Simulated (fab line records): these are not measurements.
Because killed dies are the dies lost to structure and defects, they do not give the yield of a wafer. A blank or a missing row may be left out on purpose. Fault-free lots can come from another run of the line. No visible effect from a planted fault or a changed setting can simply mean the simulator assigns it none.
What tool caused it? :: flow n5-finfet :: 24 lots, 72 wafers sampled, at 4 steps of a route of 1938

== WHAT THE GAUGES SHOWED, per wafer ==
N5_MOL_CONTACT_COAG_CD_MEAS_101: the cd target is 16 nm. Usual: cd-nm 15.8 nm, standard deviation 0.35.
lot: L074
measured: day 5 09:35
on: cd-sem-02
cd-nm (nm): 16.2 16.3 15.8
flag: 

lot: L075
measured: day 5 14:43
on: cd-sem-02
cd-nm (nm): 16.1 15.7 15.5
flag: 

lot: L076
measured: day 5 15:55
on: cd-sem-03
cd-nm (nm): 16.2 15.6 16.3
flag: 

lot: L077
measured: day 6 01:14
on: cd-sem-01
cd-nm (nm): 16.0 15.9 15.7
flag: 

lot: L078
measured: day 6 15:38
on: cd-sem-02
cd-nm (nm): 15.9 15.3 15.6
flag: 

lot: L079
measured: day 6 17:32
on: cd-sem-01
cd-nm (nm): 16.0 15.8 16.6
flag: 

lot: L080
measured: day 6 20:24
on: cd-sem-01
cd-nm (nm): 15.5 15.6 16.2
flag: 

lot: L081
measured: day 7 01:28
on: cd-sem-02
cd-nm (nm): 16.2 16.4 16.2
flag: 

lot: L082
measured: day 7 12:56
on: cd-sem-01
cd-nm (nm): 15.9 15.3 15.7
flag: 

lot: L083
measured: day 7 22:32
on: cd-sem-02
cd-nm (nm): 16.1 15.5 16.3
flag: 

lot: L084
measured: day 8 00:11
on: cd-sem-01
cd-nm (nm): 16.0 15.4 15.3
flag: 

lot: L085
measured: day 8 03:16
on: cd-sem-03
cd-nm (nm): 16.0 16.3 15.2
flag: 

lot: L086
measured: day 8 07:29
on: cd-sem-01
cd-nm (nm): 16.0 15.4 15.9
flag: 

lot: L088
measured: day 8 19:07
on: cd-sem-03
cd-nm (nm): 15.7 15.4 16.1
flag: 

lot: L087
measured: day 9 03:20
on: cd-sem-03
cd-nm (nm): 15.4 15.7 15.0
flag: 

lot: L089
measured: day 9 07:52
on: cd-sem-03
cd-nm (nm): 16.0 16.2 15.9
flag: 

lot: L090
measured: day 9 08:33
on: cd-sem-03
cd-nm (nm): 15.7 15.9 15.8
flag: 

lot: L091
measured: day 9 12:43
on: cd-sem-03
cd-nm (nm): 15.4 15.6 16.3
flag: 

lot: L092
measured: day 10 01:46
on: cd-sem-02
cd-nm (nm): 16.2 15.8 15.6
flag: 

lot: L093
measured: day 10 11:01
on: cd-sem-01
cd-nm (nm): 15.8 15.4 16.1
flag: 

lot: L094
measured: day 10 12:37
on: cd-sem-02
cd-nm (nm): 15.4 16.4 16.2
flag: 

lot: L095
measured: day 10 17:38
on: cd-sem-01
cd-nm (nm): 16.4 15.7 16.1
flag: 

lot: L096
measured: day 10 18:38
on: cd-sem-02
cd-nm (nm): 16.4 15.8 16.5
flag: 

lot: L097
measured: day 10 23:53
on: cd-sem-01
cd-nm (nm): 15.7 16.1 15.2
flag: 

N5_MOL_CONTACT_COAG_INSPECT_97: inspects for defects (darkfield). Usual: raw-defect-count 45, standard deviation 17.
lot: L074
measured: day 5 13:31
on: defect-inspect-02
raw-defect-count: 24 20 29
flag: 

lot: L075
measured: day 5 18:32
on: defect-inspect-01
raw-defect-count: 43 44 21
flag: 

lot: L076
measured: day 5 21:32
on: defect-inspect-02
raw-defect-count: 47 66 52
flag: 

lot: L077
measured: day 6 05:02
on: defect-inspect-02
raw-defect-count: 60 68 51
flag: 

lot: L078
measured: day 6 19:25
on: defect-inspect-01
raw-defect-count: 30 23 24
flag: 

lot: L079
measured: day 6 22:25
on: defect-inspect-02
raw-defect-count: 26 26 36
flag: 

lot: L080
measured: day 7 01:28
on: defect-inspect-02
raw-defect-count: 18 42 22
flag: 

lot: L081
measured: day 7 05:18
on: defect-inspect-01
raw-defect-count: 29 51 38
flag: 

lot: L082
measured: day 7 16:44
on: defect-inspect-02
raw-defect-count: 27 26 31
flag: 

lot: L083
measured: day 8 02:22
on: defect-inspect-01
raw-defect-count: 44 69 67
flag: 

lot: L084
measured: day 8 05:23
on: defect-inspect-01
raw-defect-count: 57 48 56
flag: 

lot: L085
measured: day 8 08:22
on: defect-inspect-01
raw-defect-count: 59 58 82
flag: 

lot: L086
measured: day 8 11:20
on: defect-inspect-02
raw-defect-count: 45 41 45
flag: 

lot: L088
measured: day 8 22:56
on: defect-inspect-01
raw-defect-count: 86 33 34
flag: 

lot: L087
measured: day 9 07:10
on: defect-inspect-01
raw-defect-count: 32 78 55
flag: 

lot: L089
measured: day 9 11:40
on: defect-inspect-02
raw-defect-count: 36 33 37
flag: 

lot: L090
measured: day 9 14:43
on: defect-inspect-01
raw-defect-count: 67 52 55
flag: 

lot: L091
measured: day 9 17:41
on: defect-inspect-01
raw-defect-count: 64 39 69
flag: 

lot: L092
measured: day 10 05:58
on: defect-inspect-02
raw-defect-count: 27 32 29
flag: 

lot: L093
measured: day 10 14:49
on: defect-inspect-01
raw-defect-count: 60 36 40
flag: 

lot: L094
measured: day 10 17:50
on: defect-inspect-02
raw-defect-count: 30 35 52
flag: 

lot: L095
measured: day 10 21:28
on: defect-inspect-02
raw-defect-count: 48 42 40
flag: 

lot: L096
measured: day 11 00:26
on: defect-inspect-01
raw-defect-count: 59 52 122
flag: 

lot: L097
measured: day 11 03:41
on: defect-inspect-01
raw-defect-count: 36 25 33
flag: 

== WHAT TOOL EACH LOT RAN ON (gives the tool, then ch and the chambers of the sampled wafers, and finally the start) ==
lot: L074
N5_MOL_CONTACT_COAG_CVD_140: cvd-w-01 ch 0,1, day 5 09:47
N5_MOL_CONTACT_COAG_CMP_52: cmp-03 ch 1,2, day 5 10:02

lot: L075
N5_MOL_CONTACT_COAG_CVD_140: cvd-w-02 ch 0,1, day 5 14:51
N5_MOL_CONTACT_COAG_CMP_52: cmp-03 ch 0,1,2, day 5 15:13

lot: L076
N5_MOL_CONTACT_COAG_CVD_140: cvd-w-01 ch 0,1, day 5 16:03
N5_MOL_CONTACT_COAG_CMP_52: cmp-03 ch 0,2,3, day 5 16:25

lot: L077
N5_MOL_CONTACT_COAG_CVD_140: cvd-w-01 ch 0,1, day 6 01:22
N5_MOL_CONTACT_COAG_CMP_52: cmp-03 ch 0,1,3, day 6 01:41

lot: L078
N5_MOL_CONTACT_COAG_CVD_140: cvd-w-02 ch 0,1, day 6 15:46
N5_MOL_CONTACT_COAG_CMP_52: cmp-04 ch 0,2,3, day 6 16:05

lot: L079
N5_MOL_CONTACT_COAG_CVD_140: cvd-w-01 ch 1, day 6 17:40
N5_MOL_CONTACT_COAG_CMP_52: cmp-01 ch 0,1, day 6 17:59

lot: L080
N5_MOL_CONTACT_COAG_CVD_140: cvd-w-02 ch 0,1, day 6 20:32
N5_MOL_CONTACT_COAG_CMP_52: cmp-04 ch 0,1,2, day 6 20:52

lot: L081
N5_MOL_CONTACT_COAG_CVD_140: cvd-w-02 ch 0,1, day 7 01:41
N5_MOL_CONTACT_COAG_CMP_52: cmp-01 ch 1,2,3, day 7 01:59

lot: L082
N5_MOL_CONTACT_COAG_CVD_140: cvd-w-02 ch 0,1, day 7 13:04
N5_MOL_CONTACT_COAG_CMP_52: cmp-01 ch 0,2, day 7 13:25

lot: L083
N5_MOL_CONTACT_COAG_CVD_140: cvd-w-01 ch 0,1, day 7 22:44
N5_MOL_CONTACT_COAG_CMP_52: cmp-01 ch 0,2,3, day 7 22:59

lot: L084
N5_MOL_CONTACT_COAG_CVD_140: cvd-w-02 ch 1, day 8 00:39
N5_MOL_CONTACT_COAG_CMP_52: cmp-03 ch 0,1,2, day 8 01:03

lot: L085
N5_MOL_CONTACT_COAG_CVD_140: cvd-w-02 ch 1, day 8 03:39
N5_MOL_CONTACT_COAG_CMP_52: cmp-03 ch 0,2,3, day 8 04:10

lot: L086
N5_MOL_CONTACT_COAG_CVD_140: cvd-w-02 ch 0,1, day 8 07:37
N5_MOL_CONTACT_COAG_CMP_52: cmp-03 ch 1,3, day 8 07:58

lot: L088
N5_MOL_CONTACT_COAG_CVD_140: cvd-w-02 ch 0,1, day 8 19:14
N5_MOL_CONTACT_COAG_CMP_52: cmp-04 ch 1,3, day 8 19:34

lot: L087
N5_MOL_CONTACT_COAG_CVD_140: cvd-w-02 ch 0,1, day 9 03:29
N5_MOL_CONTACT_COAG_CMP_52: cmp-04 ch 0,1,2, day 9 03:50

lot: L089
N5_MOL_CONTACT_COAG_CVD_140: cvd-w-02 ch 0,1, day 9 07:59
N5_MOL_CONTACT_COAG_CMP_52: cmp-04 ch 1,2,3, day 9 08:22

lot: L090
N5_MOL_CONTACT_COAG_CVD_140: cvd-w-02 ch 0,1, day 9 08:46
N5_MOL_CONTACT_COAG_CMP_52: cmp-04 ch 0,3, day 9 09:02

lot: L091
N5_MOL_CONTACT_COAG_CVD_140: cvd-w-01 ch 1, day 9 12:51
N5_MOL_CONTACT_COAG_CMP_52: cmp-03 ch 0,1, day 9 13:12

lot: L092
N5_MOL_CONTACT_COAG_CVD_140: cvd-w-02 ch 1, day 10 02:08
N5_MOL_CONTACT_COAG_CMP_52: cmp-04 ch 0,1,2, day 10 02:38

lot: L093
N5_MOL_CONTACT_COAG_CVD_140: cvd-w-01 ch 0,1, day 10 11:09
N5_MOL_CONTACT_COAG_CMP_52: cmp-03 ch 0,1,3, day 10 11:32

lot: L094
N5_MOL_CONTACT_COAG_CVD_140: cvd-w-02 ch 0,1, day 10 12:44
N5_MOL_CONTACT_COAG_CMP_52: cmp-04 ch 2,3, day 10 13:04

lot: L095
N5_MOL_CONTACT_COAG_CVD_140: cvd-w-02 ch 0,1, day 10 17:50
N5_MOL_CONTACT_COAG_CMP_52: cmp-01 ch 0,2, day 10 18:05

lot: L096
N5_MOL_CONTACT_COAG_CVD_140: cvd-w-01 ch 0,1, day 10 18:46
N5_MOL_CONTACT_COAG_CMP_52: cmp-01 ch 0,1,3, day 10 19:07

lot: L097
N5_MOL_CONTACT_COAG_CVD_140: cvd-w-01 ch 0,1, day 11 00:01
N5_MOL_CONTACT_COAG_CMP_52: cmp-03 ch 0,1,2, day 11 00:20
- N5_MOL_CONTACT_COAG_CVD_140: deposits W, target thk 66.5 nm, time 215 s.
- N5_MOL_CONTACT_COAG_CMP_52: polishes, stops on SiO2, t overpolish 1.5 s, target thk 66.5 nm.

== AS READ BY THE TOOLS THEMSELVES (means over the sampled wafers that have a number; for cases with no such wafer, the mark the record gives instead) ==
N5_MOL_CONTACT_COAG_CVD_140. Usual: heater-power-w 505 W, standard deviation 35.
lot: L074
tool: cvd-w-01
heater-power-w (W): 543
flag: 

lot: L075
tool: cvd-w-02
heater-power-w (W): 473
flag: 

lot: L076
tool: cvd-w-01
heater-power-w (W): 546
flag: 

lot: L077
tool: cvd-w-01
heater-power-w (W): 542
flag: 

lot: L078
tool: cvd-w-02
heater-power-w (W): 474
flag: 

lot: L079
tool: cvd-w-01
heater-power-w (W): 532
flag: 

lot: L080
tool: cvd-w-02
heater-power-w (W): 483
flag: 

lot: L081
tool: cvd-w-02
heater-power-w (W): 486
flag: 

lot: L082
tool: cvd-w-02
heater-power-w (W): 477
flag: 

lot: L083
tool: cvd-w-01
heater-power-w (W): 549
flag: 

lot: L084
tool: cvd-w-02
heater-power-w (W): 474
flag: 

lot: L085
tool: cvd-w-02
heater-power-w (W): 471
flag: 

lot: L086
tool: cvd-w-02
heater-power-w (W): 478
flag: 

lot: L088
tool: cvd-w-02
heater-power-w (W): 473
flag: 

lot: L087
tool: cvd-w-02
heater-power-w (W): 482
flag: 

lot: L089
tool: cvd-w-02
heater-power-w (W): 480
flag: 

lot: L090
tool: cvd-w-02
heater-power-w (W): 483
flag: 

lot: L091
tool: cvd-w-01
heater-power-w (W): 539
flag: 

lot: L092
tool: cvd-w-02
heater-power-w (W): 485
flag: 

lot: L093
tool: cvd-w-01
heater-power-w (W): 559
flag: 

lot: L094
tool: cvd-w-02
heater-power-w (W): 487
flag: 

lot: L095
tool: cvd-w-02
heater-power-w (W): 483
flag: 

lot: L096
tool: cvd-w-01
heater-power-w (W): 556
flag: 

lot: L097
tool: cvd-w-01
heater-power-w (W): 546
flag: 

N5_MOL_CONTACT_COAG_CMP_52. Usual: motor-current-A 12.1 A, standard deviation 1.4; overpolish-run-s 1.501 s, standard deviation 0.0088; retaining-ring-pressure-frac 1.000, standard deviation 0.0048; time-to-endpoint-s 13.4 s, standard deviation 2.5.
lot: L074
tool: cmp-03
motor-current-A (A): 12.3
overpolish-run-s (s): 1.506
retaining-ring-pressure-frac: 0.997
time-to-endpoint-s (s): 13.0
flag: 

lot: L075
tool: cmp-03
motor-current-A (A): 12.4
overpolish-run-s (s): 1.497
retaining-ring-pressure-frac: 0.999
time-to-endpoint-s (s): 14.5
flag: 

lot: L076
tool: cmp-03
motor-current-A (A): 12.8
overpolish-run-s (s): 1.498
retaining-ring-pressure-frac: 1.002
time-to-endpoint-s (s): 13.0
flag: 

lot: L077
tool: cmp-03
motor-current-A (A): 13.5
overpolish-run-s (s): 1.492
retaining-ring-pressure-frac: 1.004
time-to-endpoint-s (s): 16.1
flag: 

lot: L078
tool: cmp-04
motor-current-A (A): 11.3
overpolish-run-s (s): 1.504
retaining-ring-pressure-frac: 1.000
time-to-endpoint-s (s): 13.6
flag: 

lot: L079
tool: cmp-01
motor-current-A (A): 12.3
overpolish-run-s (s): 1.508
retaining-ring-pressure-frac: 0.997
time-to-endpoint-s (s): 14.2
flag: 

lot: L080
tool: cmp-04
motor-current-A (A): 11.1
overpolish-run-s (s): 1.504
retaining-ring-pressure-frac: 1.000
time-to-endpoint-s (s): 11.6
flag: 

lot: L081
tool: cmp-01
motor-current-A (A): 12.1
overpolish-run-s (s): 1.503
retaining-ring-pressure-frac: 0.995
time-to-endpoint-s (s): 14.1
flag: 

lot: L082
tool: cmp-01
motor-current-A (A): 12.3
overpolish-run-s (s): 1.499
retaining-ring-pressure-frac: 0.998
time-to-endpoint-s (s): 11.0
flag: 

lot: L083
tool: cmp-01
motor-current-A (A): 12.9
overpolish-run-s (s): 1.502
retaining-ring-pressure-frac: 0.997
time-to-endpoint-s (s): 16.3
flag: 

lot: L084
tool: cmp-03
motor-current-A (A): 12.4
overpolish-run-s (s): 1.504
retaining-ring-pressure-frac: 0.996
time-to-endpoint-s (s): 12.8
flag: 

lot: L085
tool: cmp-03
motor-current-A (A): 12.9
overpolish-run-s (s): 1.498
retaining-ring-pressure-frac: 1.001
time-to-endpoint-s (s): 11.6
flag: 

lot: L086
tool: cmp-03
motor-current-A (A): 13.1
overpolish-run-s (s): 1.505
retaining-ring-pressure-frac: 0.999
time-to-endpoint-s (s): 15.3
flag: 

lot: L088
tool: cmp-04
motor-current-A (A): 10.9
overpolish-run-s (s): 1.500
retaining-ring-pressure-frac: 0.992
time-to-endpoint-s (s): 15.3
flag: 

lot: L087
tool: cmp-04
motor-current-A (A): 11.6
overpolish-run-s (s): 1.496
retaining-ring-pressure-frac: 1.000
time-to-endpoint-s (s): 9.9
flag: 

lot: L089
tool: cmp-04
motor-current-A (A): 11.4
overpolish-run-s (s): 1.493
retaining-ring-pressure-frac: 1.005
time-to-endpoint-s (s): 10.8
flag: 

lot: L090
tool: cmp-04
motor-current-A (A): 10.9
overpolish-run-s (s): 1.507
retaining-ring-pressure-frac: 1.004
time-to-endpoint-s (s): 11.9
flag: 

lot: L091
tool: cmp-03
motor-current-A (A): 12.6
overpolish-run-s (s): 1.498
retaining-ring-pressure-frac: 0.997
time-to-endpoint-s (s): 14.4
flag: 

lot: L092
tool: cmp-04
motor-current-A (A): 10.7
overpolish-run-s (s): 1.503
retaining-ring-pressure-frac: 1.001
time-to-endpoint-s (s): 11.9
flag: 

lot: L093
tool: cmp-03
motor-current-A (A): 13.2
overpolish-run-s (s): 1.499
retaining-ring-pressure-frac: 0.997
time-to-endpoint-s (s): 14.5
flag: 

lot: L094
tool: cmp-04
motor-current-A (A): 12.6
overpolish-run-s (s): 1.507
retaining-ring-pressure-frac: 0.994
time-to-endpoint-s (s): 11.4
flag: 

lot: L095
tool: cmp-01
motor-current-A (A): 12.6
overpolish-run-s (s): 1.499
retaining-ring-pressure-frac: 1.001
time-to-endpoint-s (s): 13.4
flag: 

lot: L096
tool: cmp-01
motor-current-A (A): 12.4
overpolish-run-s (s): 1.499
retaining-ring-pressure-frac: 1.000
time-to-endpoint-s (s): 15.9
flag: 

lot: L097
tool: cmp-03
motor-current-A (A): 12.2
overpolish-run-s (s): 1.508
retaining-ring-pressure-frac: 1.001
time-to-endpoint-s (s): 11.3
flag: 

== THE ANSWER, worked out from the rows above alone ==
Rule: take the mean of a lot's wafers that have a number; if it is more than 3 standard deviations from the usual mean, the lot is off. A lot without any number at a reading at which 4 lots or more have one is off too. The other lots that the step has rows for count as sound. After the gauges, taken in route order, come the tools' own readings; for these a lot's mean is taken, as printed above. The first step at which some lot is off is used, and at that step the reading that is off furthest; a lot without a number counts as furthest.
None of the lots is off at any reading shown; this tells nothing.

== WHAT WAS PUT IN BY THE SIMULATOR ==
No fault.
